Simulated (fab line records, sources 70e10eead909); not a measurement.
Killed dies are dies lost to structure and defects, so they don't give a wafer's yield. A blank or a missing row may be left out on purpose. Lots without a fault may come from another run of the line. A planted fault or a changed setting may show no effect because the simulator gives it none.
fab line records | flow nand_harc | part 2 of 2: steps 29 to 43 of 43
record lots=5 wafers=15 last_day=23
route steps=1159 shown P_STI@70 P_GATE@110
lots that met no fault: from a run of the same line without faults
start_h: hours from the record's first day to the start of the lot's first wafer shown | wait_h: hours since the lot's step before | " the same as in the row above | L1.1+2: a row that stands for several wafers | - no value, or no start given | * or withheld: withheld | < > ~ a bound
route shown NAME@n: a module of which the file shows steps, and the number in the route of the first | usual: mean/standard deviation of fault-free wafers | same: alike in all rows | chamber/n: place in a boat | sites: the reading at each site | _std_site: their standard deviation | _edge_site: outer sites' mean less inner sites' | radius_mm: how far each site lies from the wafer's centre | mask NAME#n: copy n | behind: the tool/chamber that last shaped the wafer | hold: why the lot was held/for how many hours/how that ended | device: the transistor (n, p or np) that didn't switch | end of line: the same wafers' tests at the end of the route | a step without rows: its recipe alone | killed: dies lost to structure and defects at the first sort, not the wafer's yield | map: a wafer's dies, x killed, . not, _ none there
set.NAME: the setting as run; set.NAME@STEP: as run at that earlier step | model.NAME: the simulator's own value behind a step, which no gauge read
lots at some steps of the route; a table a step, a row a wafer
services: from which hour (start_h, from the record's first day; less than 0 if before it) a tool's chamber was out of use, for how many hours, and why
## steps
# step NHARC_P_STI_HDPCVD_20
# recipe target_thk_a=withheld sigma_open_frac=withheld material=SiO2
# columns lot.wafer tool chamber start_h wait_h
L074.1+4+6 hdpcvd-01 1,0,0 44.04 1.0
L077.2+3+5 hdpcvd-01 1,0,0 65.15 0.4
L083.2+4+3 hdpcvd-01 1,1,0 96.83 0.9
L085.1+5+6 hdpcvd-01 0,1,0 110.39 1.0
L091.2+6+5 hdpcvd-01 1,1,0 143.39 0.4
# step NHARC_P_STI_ANNEAL_34
# recipe temp_c=1000 time_s=1800
# usual spike_tc_centre_C=1000.7/1 zone_power_top_pct=44/3.4
# columns lot.wafer tool chamber start_h wait_h spike_tc_centre_C zone_power_top_pct
L074.1 furnace-01 0 47.74 3.6 1002.3 43
L074.4 " 0 " " 1002.1 43
L074.6 " 0 " " 1002.4 43
L077.2 furnace-05 0 69.55 4.3 1000.3 39
L077.3 " 0 " " 999.9 39
L077.5 " 0 " " 999.2 39
L083.2 furnace-07 0 100.54 3.6 1001.2 48
L083.3 " 0 " " 1000.4 47
L083.4 " 0 " " 1003.2 47
L085.1 furnace-05 0 117.06 6.6 1001.4 39
L085.5 " 0 " " 1000.2 39
L085.6 " 0 " " 999.6 40
L091.2 furnace-07 0 147.60 4.1 999.8 47
L091.5 " 0 " " 1000.4 46
L091.6 " 0 " " 999.9 48
# step NHARC_P_STI_CMP_21
# recipe t_overpolish_s=20 target_thk_nm=380.67
# usual motor_current_A=12.0/0.93 overpolish_run_s=20.000/0.0091
# columns lot.wafer tool chamber start_h wait_h motor_current_A overpolish_run_s
L074.1 cmp-04 0 52.63 0.4 13.0 20.003
L074.4 " 2 " " 11.9 19.998
L074.6 " 3 " " 12.5 20.004
L077.3 cmp-04 2 74.49 0.4 12.6 20.006
L077.2 " 3 " " 12.0 20.019
L077.5 " 0 " " 13.2 19.998
L083.4 cmp-02 1 105.61 0.6 11.0 19.988
L083.3 " 2 " " 14.2 20.010
L083.2 " 3 " " 10.9 19.992
L085.1 cmp-02 1 121.97 0.4 11.5 20.013
L085.5 " 3 " " 11.0 20.006
L085.6 " 0 " " 11.7 19.991
L091.2 cmp-03 3 152.56 0.4 10.2 19.997
L091.6 " 2 " " 13.2 20.000
L091.5 " 3 " " 11.0 20.000
# step NHARC_P_STI_SRD_35
# columns lot.wafer tool chamber start_h wait_h
L074.4+1+6 wet_bench-05 5,0,1 52.91 0.0
L077.5+3+2 wet_bench-04 0,2,3 74.75 0.0
L083.2+3+4 wet_bench-04 1,2,3 105.90 0.1
L085.6+5+1 wet_bench-05 3,4,7 122.22 0.0
L091.5+6+2 wet_bench-04 2,6,7 152.84 0.0
# step NHARC_P_STI_ETCH_36
# recipe target_depth_a=388 chemistry=dHF material=SiO2
# columns lot.wafer tool chamber start_h wait_h
L074.4+1+6 wet_bench-05 5,0,1 52.94 0.0
L077.5+3+2 wet_bench-04 0,2,3 74.80 0.0
L083.2+3+4 wet_bench-04 1,2,3 105.92 0.0
L085.6+5+1 wet_bench-05 3,4,7 122.24 0.0
L091.5+6+2 wet_bench-04 2,6,7 152.89 0.0
# step NHARC_P_STI_STRIP_24
# recipe temp_c=160 chemistry=H3PO4 material=Si3N4
# columns lot.wafer tool chamber start_h wait_h
L074.4+1+6 wet_bench-05 5,0,1 52.95 0.0
L077.5+3+2 wet_bench-04 0,2,3 74.83 0.0
L083.2+3+4 wet_bench-04 1,2,3 105.94 0.0
L085.6+5+1 wet_bench-05 3,4,7 122.26 0.0
L091.5+6+2 wet_bench-04 2,6,7 152.91 0.0
# step NHARC_P_STI_ETCH_37
# recipe target_depth_a=110 chemistry=dHF material=SiO2
# columns lot.wafer tool chamber start_h wait_h
L074.4+1+6 wet_bench-05 5,0,1 - -
L077.5+3+2 wet_bench-04 0,2,3 - -
L083.2+3+4 wet_bench-04 1,2,3 - -
L085.6+5+1 wet_bench-05 3,4,7 - -
L091.5+6+2 wet_bench-04 2,6,7 - -
# step NHARC_P_STI_PRECLEAN_38
# recipe time_s=* temp_c=50 bath_age_min=0 chemistry=SC1
# columns lot.wafer tool chamber start_h wait_h
L074.4+1+6 wet_bench-05 5,0,1 - -
L077.5+3+2 wet_bench-04 0,2,3 - -
L083.2+3+4 wet_bench-04 1,2,3 - -
L085.6+5+1 wet_bench-05 3,4,7 - -
L091.5+6+2 wet_bench-04 2,6,7 - -
# step NHARC_P_STI_SRD_39
# columns lot.wafer tool chamber start_h wait_h
L074.4+1+6 wet_bench-05 5,0,1 - -
L077.5+3+2 wet_bench-04 0,2,3 - -
L083.2+3+4 wet_bench-04 1,2,3 - -
L085.6+5+1 wet_bench-05 3,4,7 - -
L091.5+6+2 wet_bench-04 2,6,7 - -
# step NHARC_P_STI_OXIDE_40
# recipe target_thk_a=100 temp_c=900 ox_time_s=1362 material=SiO2
# usual spike_tc_centre_C=900.7/1.1 zone_power_top_pct=36.6/2.5
# columns lot.wafer tool chamber start_h wait_h spike_tc_centre_C zone_power_top_pct
L074.1 furnace-07 0 59.75 - 901.2 38.9
L074.4 " 0 " " 901.5 39.0
L074.6 " 0 " " 901.8 38.9
L077.2 furnace-01 0 77.20 - 900.3 36.2
L077.3 " 0 " " 902.5 36.3
L077.5 " 0 " " 902.1 37.0
L083.2 furnace-01 0 108.88 - 899.7 36.6
L083.3 " 0 " " 901.8 36.0
L083.4 " 0 " " 901.2 36.0
L085.1 furnace-07 0 126.27 - 899.8 39.1
L085.5 " 0 " " 899.5 39.5
L085.6 " 0 " " 900.9 38.7
L091.2 furnace-01 0 156.96 - 899.8 36.3
L091.5 " 0 " " 902.5 36.5
L091.6 " 0 " " 902.6 36.2
# step NHARC_P_STI_INSPECT_25
# usual raw_defect_count=203/83
# columns lot.wafer tool chamber start_h wait_h raw_defect_count
L074.1 defect_inspect-02 - 63.82 0.4 220
L074.4 " - " " 138
L074.6 " - " " 176
L077.2 defect_inspect-02 - 81.14 0.4 180
L077.3 " - " " 235
L077.5 " - " " 212
L083.2 defect_inspect-02 - 112.97 0.4 137
L083.3 " - " " 176
L083.4 " - " " 175
L085.1 defect_inspect-02 - 130.37 0.4 159
L085.5 " - " " 187
L085.6 " - " " 273
L091.2 defect_inspect-01 - 160.94 0.4 157
L091.5 " - " " 238
L091.6 " - " " 325
# step NHARC_P_GATE_ETCH_69
# recipe target_depth_a=140 chemistry=dHF material=SiO2
# columns lot.wafer tool chamber start_h wait_h
L074.6+1+4 wet_bench-03 6,0,1 63.93 0.1
L077.3+5+2 wet_bench-06 2,4,6 81.21 0.1
L083.4+3+2 wet_bench-06 4,7,0 113.11 0.1
L085.5+6+1 wet_bench-03 5,0,1 130.42 0.0
L091.6+2+5 wet_bench-06 0,1,3 161.01 0.1
# step NHARC_P_GATE_PRECLEAN_70
# recipe time_s=* temp_c=50 bath_age_min=0 chemistry=SC1
# columns lot.wafer tool chamber start_h wait_h
L074.6+1+4 wet_bench-03 6,0,1 64.07 0.1
L077.3+5+2 wet_bench-06 2,4,6 81.29 0.1
L083.4+3+2 wet_bench-06 4,7,0 113.21 0.1
L085.5+6+1 wet_bench-03 5,0,1 130.52 0.1
L091.6+2+5 wet_bench-06 0,1,3 161.09 0.1
# step NHARC_P_GATE_SRD_01
# columns lot.wafer tool chamber start_h wait_h
L074.6+1+4 wet_bench-03 6,0,1 - -
L077.3+5+2 wet_bench-06 2,4,6 - -
L083.4+3+2 wet_bench-06 4,7,0 - -
L085.5+6+1 wet_bench-03 5,0,1 - -
L091.6+2+5 wet_bench-06 0,1,3 - -
# step NHARC_P_GATE_OXIDE_02
# recipe target_thk_a=375 temp_c=950 p_h2o_torr=720 ox_time_s=365 material=SiO2
# usual spike_tc_centre_C=951.2/1.3 zone_power_top_pct=36/3.5
# columns lot.wafer tool chamber start_h wait_h spike_tc_centre_C zone_power_top_pct
L074.1 furnace-04 0 67.05 - 950.1 34
L074.4 " 0 " " 949.9 34
L074.6 " 0 " " 949.3 34
L077.2 furnace-02 0 84.42 - 951.3 33
L077.3 " 0 " " 952.4 33
L077.5 " 0 " " 951.1 34
L083.2 furnace-08 0 117.01 - 949.8 42
L083.3 " 0 " " 949.6 42
L083.4 " 0 " " 950.3 42
L085.1 furnace-02 0 134.34 - 951.7 34
L085.5 " 0 " " 951.9 34
L085.6 " 0 " " 953.5 33
L091.2 furnace-02 0 164.22 - 951.1 33
L091.5 " 0 " " 951.5 33
L091.6 " 0 " " 952.3 34
## services
# columns tool chamber start_h hours kind
krf_scanner-03 - -4.00 4.0 pm
rie_diel-10 - -0.50 9.0 pm
litho_track-07 - 14.00 7.0 pm
rie_diel-09 0 15.61 1.5 repair
wet_bench-05 - 20.80 8.0 pm
rie_diel-10 2 22.78 2.8 repair
litho_track-03 - 38.00 7.0 pm
rie_diel-09 1 47.89 5.7 repair
wet_bench-03 - 49.33 0.6 repair
rie_si-05 - 62.00 9.0 pm
rie_diel-09 - 77.10 9.0 pm
hdpcvd-01 - 81.21 11.1 repair
furnace-02 - 108.34 26.0 pm
hdpcvd-01 - 111.00 13.0 pm
wet_bench-09 - 112.80 8.0 pm
rie_diel-10 3 114.94 6.0 repair
wet_bench-06 - 129.60 8.0 pm
rie_diel-02 3 132.41 13.4 repair
rie_si-05 - 144.65 0.4 repair
wet_bench-06 - 145.27 3.7 repair
wet_bench-03 - 146.40 8.0 pm
rie_diel-09 0 148.73 1.2 repair
rie_diel-02 - 150.70 9.0 pm
wet_bench-04 - 163.20 8.0 pm
